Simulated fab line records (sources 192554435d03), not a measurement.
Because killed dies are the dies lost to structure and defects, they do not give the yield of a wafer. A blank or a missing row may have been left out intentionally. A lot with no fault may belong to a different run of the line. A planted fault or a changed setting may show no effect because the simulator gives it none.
Split-lot trial ; flow n5_finfet ; 21 wafers read from 7 lots, route of 1938 steps

THE SPLIT ITSELF
At N5_BEOL_M11_COAT_05 (resist thk 90 nm), the setting spin_rpm was moved away from the recipe's 1500 rpm on 3 of the 21 wafers read, by +3.1% to +10.3%. This setting was run at the recipe's value on the other wafers.

FROM THE SPLIT TO THE READING: what the file shows between them, 3 steps
- N5_BEOL_M11_EBR_07
- N5_BEOL_M11_SOFTBAKE_06: time 60 s
- N5_BEOL_M11_DESCUM_16: chemistry O2, time 7.9 s

THE READING
CAR-ArF_of_BEOL_M11_COAT_05.thk_nm (the simulator's own value, which no gauge read), in nm, at N5_BEOL_M11_ETCH_61 (etches SiARC in CF4, target depth 39 nm, time 65 s). The file does not state a usual value for it. The 18 wafers here that ran the recipe average 55.3 nm, standard deviation 0.2 nm.

wafer;tool, chamber at the split;spin_rpm as run, rpm;against the recipe;CAR-ArF_of_BEOL_M11_COAT_05.thk_nm, nm;against lot-mates on the recipe
L077.3;litho_track-01, 0;1500;recipe;55.4;-
L077.6;litho_track-01, 0;1500;recipe;55.4;-
L077.5;litho_track-01, 0;1500;recipe;55;-
L078.1;litho_track-03, 0;1500;recipe;55.2;-
L078.2;litho_track-03, 0;1500;recipe;55.2;-
L078.3;litho_track-03, 0;1655;+10.3%;50.8;-4.4
L083.4;litho_track-01, 0;1500;recipe;55.4;-
L083.6;litho_track-01, 0;1500;recipe;55.4;-
L083.5;litho_track-01, 0;1500;recipe;55.8;-
L088.2;litho_track-03, 0;1546;+3.1%;53.8;-1.4
L088.3;litho_track-03, 0;1500;recipe;55.2;-
L088.5;litho_track-03, 0;1500;recipe;55.2;-
L086.1;litho_track-03, 0;1500;recipe;55.2;-
L086.5;litho_track-03, 0;1500;recipe;55.2;-
L086.4;litho_track-03, 0;1500;recipe;55.4;-
L087.1;litho_track-01, 0;1500;recipe;55.2;-
L087.4;litho_track-01, 0;1500;recipe;55.2;-
L087.6;litho_track-01, 0;1500;recipe;55;-
L092.2;litho_track-03, 0;1500;recipe;55.6;-
L092.3;litho_track-03, 0;1500;recipe;55.6;-
L092.5;litho_track-03, 0;1553;+3.5%;53.6;-2.0

THE FIT
A straight line over all 21 wafers: CAR-ArF_of_BEOL_M11_COAT_05.thk_nm changes by -0.444 nm for each +1% of spin_rpm; r = -0.98; the points scatter about the line by 0.2 nm.
The same after taking each lot's own level away (the mean of its wafers on the recipe; 21 wafers): -0.439 nm for each +1%; r = -0.99; scatter 0.16 nm.
Per that fit: largest spin_rpm move, reading shift of 4.5 nm.
From 55.13 to 55.60 nm: that is the span of the lots' own levels, equal to 2.3 times the standard deviation above.
The two slopes agree, so the slope changes little with the lot-to-lot level.
Check: -5.37 nm against its lot-mates is what the line predicts for one of the wafers moved furthest among these (+10.3%) when that wafer is left out of the fit. Against them it came out at -4.4 nm.

FURTHER SPLITS ON THESE WAFERS
Before the reading, these wafers also passed through other splits. Each is held against what the fit with the lots' levels taken away leaves over:
other split on the same wafers;wafers away from the commonest value;r with CAR-ArF_of_BEOL_M11_COAT_05.thk_nm (lot level and that fit taken away)
N5_BEOL_M9_COAT_60 spin_rpm;8;-0.30
N5_BEOL_M9_TRENCH_ETCH_37 time_s;8;-0.36
N5_BEOL_M11_COAT_59 spin_rpm;6;-0.15

THE WHOLE CHAIN: every reading that the file lists as answering this split, in the file's order
step;what it does;reading;change (the file's fit);r (the file's)
N5_BEOL_M11_COAT_05;resist thk 90 nm;CAR-ArF_of_BEOL_M11_COAT_05.thk_nm (the simulator's own value, which no gauge read);-0.417 nm for each +1% of the setting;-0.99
N5_BEOL_M11_ETCH_61;etches SiARC in CF4, target depth 39 nm, time 65 s;CAR-ArF_of_BEOL_M11_COAT_05.thk_nm (the simulator's own value, which no gauge read);-0.442 nm for each +1% of the setting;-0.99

THE FILE'S OWN FIT
CAR-ArF_of_BEOL_M11_COAT_05.thk_nm changes by -0.442 nm for each +1% of spin_rpm, r = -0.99.
